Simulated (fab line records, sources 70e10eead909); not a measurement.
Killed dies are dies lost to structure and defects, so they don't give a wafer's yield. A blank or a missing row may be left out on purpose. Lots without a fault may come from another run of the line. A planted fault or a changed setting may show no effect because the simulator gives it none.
Which tool did it? | flow nand_harc | 12 lots, 36 wafers sampled, at 5 steps of a route of 1159

WHAT THE GAUGES READ, wafer by wafer
NHARC_END_SORT_01. Usual: killed_at_array 27, standard deviation 12; killed_at_other 0.8, standard deviation 1; killed_at_periphery 4.0, standard deviation 2.5; killed_dies 32, standard deviation 11; killed_open 3.3, standard deviation 1.8; killed_short 2.0, standard deviation 1.5.
lot  | measured     | on        | killed_at_array | killed_at_other | killed_at_periphery | killed_dies | killed_open | killed_short | flag
L974 | day 22 01:00 | prober-02 | 45              | 2               | 4                   | 51          | 4           | 6            |

WHICH TOOL RAN EACH LOT (tool, then ch and the chambers of the sampled wafers, then the start)
lot  | NHARC_A_STAIRCASE_DEP_259       | NHARC_A_STAIRCASE_ETCH_292         | NHARC_A_STAIRCASE_STRIP_295        | NHARC_A_STAIRCASE_DEP_301
L962 | pecvd-03 ch 0,1,2, day 11 06:02 | rie_diel-07 ch 0,1,2, day 11 07:06 | rie_diel-07 ch 0,1,2, day 11 08:29 | pecvd-03 ch 0,1,2, day 11 11:08
L967 | pecvd-02 ch 1,2, day 12 17:46   | rie_diel-07 ch 0,1,2, day 12 18:49 | rie_diel-07 ch 0,2,3, day 12 21:31 | pecvd-02 ch 0,1,2, day 13 00:26
L969 | pecvd-01 ch 0,1, day 13 04:44   | rie_diel-05 ch 0,3, day 13 05:50   | rie_diel-05 ch 0,1,2, day 13 07:11 | pecvd-02 ch 0,1,2, day 13 10:48
L974 | pecvd-02 ch 1,2, day 14 17:23   | rie_diel-04 ch 0,1,3, day 14 18:28 | rie_diel-04 ch 1,2,3, day 14 19:55 | pecvd-03 ch 0,2, day 14 23:50
L975 | pecvd-02 ch 0,1,2, day 14 18:04 | rie_diel-07 ch 0,3, day 14 18:57   | rie_diel-07 ch 1,2,3, day 14 20:19 | pecvd-01 ch 1,2, day 15 01:15
L977 | pecvd-03 ch 0,2, day 15 02:42   | rie_diel-04 ch 0,3, day 15 03:40   | rie_diel-04 ch 0,3, day 15 05:31   | pecvd-03 ch 0,1,2, day 15 08:37
L979 | pecvd-03 ch 0,1, day 15 18:19   | rie_diel-04 ch 0,2,3, day 15 19:22 | rie_diel-04 ch 0,1,2, day 15 21:57 | pecvd-02 ch 0,1, day 16 04:16
L978 | pecvd-03 ch 1,2, day 15 19:04   | rie_diel-05 ch 0,3, day 15 21:31   | rie_diel-05 ch 1,2, day 15 22:52   | pecvd-02 ch 0,1, day 16 06:09
L981 | pecvd-03 ch 0,1, day 16 05:41   | rie_diel-07 ch 1,2, day 16 06:51   | rie_diel-07 ch 0,2, day 16 08:13   | pecvd-03 ch 0,1, day 16 12:56
L982 | pecvd-02 ch 1,2, day 16 09:22   | rie_diel-07 ch 0,2,3, day 16 10:27 | rie_diel-07 ch 0,2,3, day 16 11:46 | pecvd-01 ch 0,1,2, day 16 17:02
L983 | pecvd-02 ch 1,2, day 16 11:34   | rie_diel-05 ch 1,2,3, day 16 12:32 | rie_diel-05 ch 0,1,3, day 16 14:18 | pecvd-02 ch 0,1, day 16 18:52
L985 | pecvd-02 ch 0,1,2, day 17 00:15 | rie_diel-04 ch 0,2,3, day 17 01:22 | rie_diel-04 ch 1,2,3, day 17 02:51 | pecvd-01 ch 0,1,2, day 17 05:35
- NHARC_A_STAIRCASE_DEP_259: deposits SiON, target thk 30 nm.
- NHARC_A_STAIRCASE_ETCH_292: etches the open film in CF4/CHF3.
- NHARC_A_STAIRCASE_STRIP_295: strips in O2.
- NHARC_A_STAIRCASE_DEP_301: deposits SiON, target thk 30 nm.

WHAT THE TOOLS THEMSELVES READ (means of the sampled wafers that have a number; where no wafer has one, the mark that the record gives instead)
NHARC_A_STAIRCASE_DEP_259. Usual: heater_power_w 735 W, standard deviation 110; showerhead_vpp_V 1170 V, standard deviation 42.
lot  | tool     | heater_power_w (W) | showerhead_vpp_V (V) | flag
L962 | pecvd-03 | 762                | 1215                 |
L967 | pecvd-02 | 795                | 1143                 |
L969 | pecvd-01 | 601                | 1174                 |
L974 | pecvd-02 | 787                | 1163                 |
L975 | pecvd-02 | 714                | 1162                 |
L977 | pecvd-03 | 720                | 1209                 |
L979 | pecvd-03 | 791                | 1214                 |
L978 | pecvd-03 | 689                | 1205                 |
L981 | pecvd-03 | 760                | 1221                 |
L982 | pecvd-02 | 798                | 1160                 |
L983 | pecvd-02 | 757                | 1138                 |
L985 | pecvd-02 | 732                | 1161                 |

NHARC_A_STAIRCASE_ETCH_292. Usual: chamber_pressure_mTorr 24.998 mTorr, standard deviation 0.021; drypump_motor_current_A 5.7 A, standard deviation 0.5; oes_product_au 0.952 a.u., standard deviation 0.02; rf_vpp_V 371.3 V, standard deviation 2.5; showerhead_plenum_p_Torr 1.60 Torr, standard deviation 0.069; throttle_valve_pct 16.802 %, standard deviation 0.0091.
lot  | tool        | chamber_pressure_mTorr (mTorr) | drypump_motor_current_A (A) | oes_product_au (a.u.) | rf_vpp_V (V) | showerhead_plenum_p_Torr (Torr) | throttle_valve_pct (%) | flag
L962 | rie_diel-07 | 24.990                         | 5.4                         | 0.978                 | 368.8        | 1.54                            | 16.797                 |
L967 | rie_diel-07 | 25.003                         | 5.4                         | 0.970                 | 368.8        | 1.53                            | 16.806                 |
L969 | rie_diel-05 | 24.986                         | 5.1                         | 0.974                 | 372.1        | 1.64                            | 16.801                 |
L974 | rie_diel-04 | 24.977                         | 6.0                         | 0.950                 | 370.5        | 1.57                            | 16.799                 |
L975 | rie_diel-07 | 25.006                         | 5.4                         | 0.971                 | 371.4        | 1.59                            | 16.802                 |
L977 | rie_diel-04 | 24.982                         | 6.2                         | 0.964                 | 372.5        | 1.61                            | 16.794                 |
L979 | rie_diel-04 | 24.984                         | 6.1                         | 0.965                 | 369.9        | 1.59                            | 16.795                 |
L978 | rie_diel-05 | 25.018                         | 5.2                         | 0.960                 | 374.2        | 1.66                            | 16.800                 |
L981 | rie_diel-07 | 24.998                         | 5.7                         | 0.926                 | 367.5        | 1.50                            | 16.801                 |
L982 | rie_diel-07 | 24.992                         | 5.3                         | 0.930                 | 370.9        | 1.60                            | 16.808                 |
L983 | rie_diel-05 | 25.011                         | 5.8                         | 0.980                 | 372.3        | 1.63                            | 16.798                 |
L985 | rie_diel-04 | 25.011                         | 6.0                         | 0.943                 | 370.7        | 1.59                            | 16.804                 |

NHARC_A_STAIRCASE_STRIP_295. Usual: chamber_pressure_mTorr 60.00 mTorr, standard deviation 0.053; drypump_motor_current_A 5.7 A, standard deviation 0.5; oes_product_au 1.004 a.u., standard deviation 0.009; rf_vpp_V 58.0 V, standard deviation 1; showerhead_plenum_p_Torr 3.59 Torr, standard deviation 0.15; throttle_valve_pct 17.036 %, standard deviation 0.0083.
lot  | tool        | chamber_pressure_mTorr (mTorr) | drypump_motor_current_A (A) | oes_product_au (a.u.) | rf_vpp_V (V) | showerhead_plenum_p_Torr (Torr) | throttle_valve_pct (%) | flag
L962 | rie_diel-07 | 59.94                          | 5.4                         | 1.001                 | 57.1         | 3.44                            | 17.034                 |
L967 | rie_diel-07 | 60.02                          | 5.3                         | 1.011                 | 58.4         | 3.60                            | 17.032                 |
L969 | rie_diel-05 | 60.00                          | 5.9                         | 1.005                 | 58.7         | 3.69                            | 17.038                 |
L974 | rie_diel-04 | -                              | -                           | -                     | -            | -                               | -                      | OFF
L975 | rie_diel-07 | -                              | -                           | -                     | -            | -                               | -                      | OFF
L977 | rie_diel-04 | 60.03                          | 6.2                         | 1.005                 | 58.5         | 3.62                            | 17.027                 |
L979 | rie_diel-04 | 59.96                          | 6.0                         | 1.016                 | 57.9         | 3.48                            | 17.034                 |
L978 | rie_diel-05 | 59.98                          | 6.2                         | 1.005                 | 57.9         | 3.69                            | 17.031                 |
L981 | rie_diel-07 | 59.98                          | 5.0                         | 0.997                 | 57.8         | 3.49                            | 17.037                 |
L982 | rie_diel-07 | 59.99                          | 5.3                         | 1.004                 | 57.3         | 3.58                            | 17.037                 |
L983 | rie_diel-05 | 60.01                          | 5.5                         | 0.997                 | 58.2         | 3.63                            | 17.033                 |
L985 | rie_diel-04 | 59.99                          | 5.9                         | 1.015                 | 58.2         | 3.46                            | 17.036                 |

NHARC_A_STAIRCASE_DEP_301. Usual: heater_power_w 745 W, standard deviation 110; showerhead_vpp_V 1167 V, standard deviation 49.
lot  | tool     | heater_power_w (W) | showerhead_vpp_V (V) | flag
L962 | pecvd-03 | 753                | 1210                 |
L967 | pecvd-02 | 682                | 1146                 |
L969 | pecvd-02 | 729                | 1151                 |
L974 | pecvd-03 | 819                | 1218                 |
L975 | pecvd-01 | 747                | 1141                 |
L977 | pecvd-03 | 764                | 1219                 |
L979 | pecvd-02 | 717                | 1180                 |
L978 | pecvd-02 | 775                | 1189                 |
L981 | pecvd-03 | 849                | 1226                 |
L982 | pecvd-01 | 749                | 1134                 |
L983 | pecvd-02 | 645                | 1177                 |
L985 | pecvd-01 | 722                | 1141                 |

THE ANSWER, worked out from the rows above alone
Rule: a lot is off if the mean of its wafers that have a number lies more than 3 standard deviations from the usual mean. A lot without any number at a reading at which 4 lots or more have one is off too. The other lots that the step has rows for count as sound. The gauges are gone through in route order, then the tools' own readings, and for those a lot's mean is taken as printed above. The first step at which some lot is off is used, and at that step the reading that is off furthest; a lot without a number counts as furthest.
Off: L974, L975, at NHARC_A_STAIRCASE_STRIP_295 (chamber_pressure_mTorr). Without a number there: L974, L975.
A tool fits if, at that step or a process step before it, it ran every lot that is off, and no sound lot after the first of them. None of those tried fits.

WHAT THE SIMULATOR HAD PUT IN
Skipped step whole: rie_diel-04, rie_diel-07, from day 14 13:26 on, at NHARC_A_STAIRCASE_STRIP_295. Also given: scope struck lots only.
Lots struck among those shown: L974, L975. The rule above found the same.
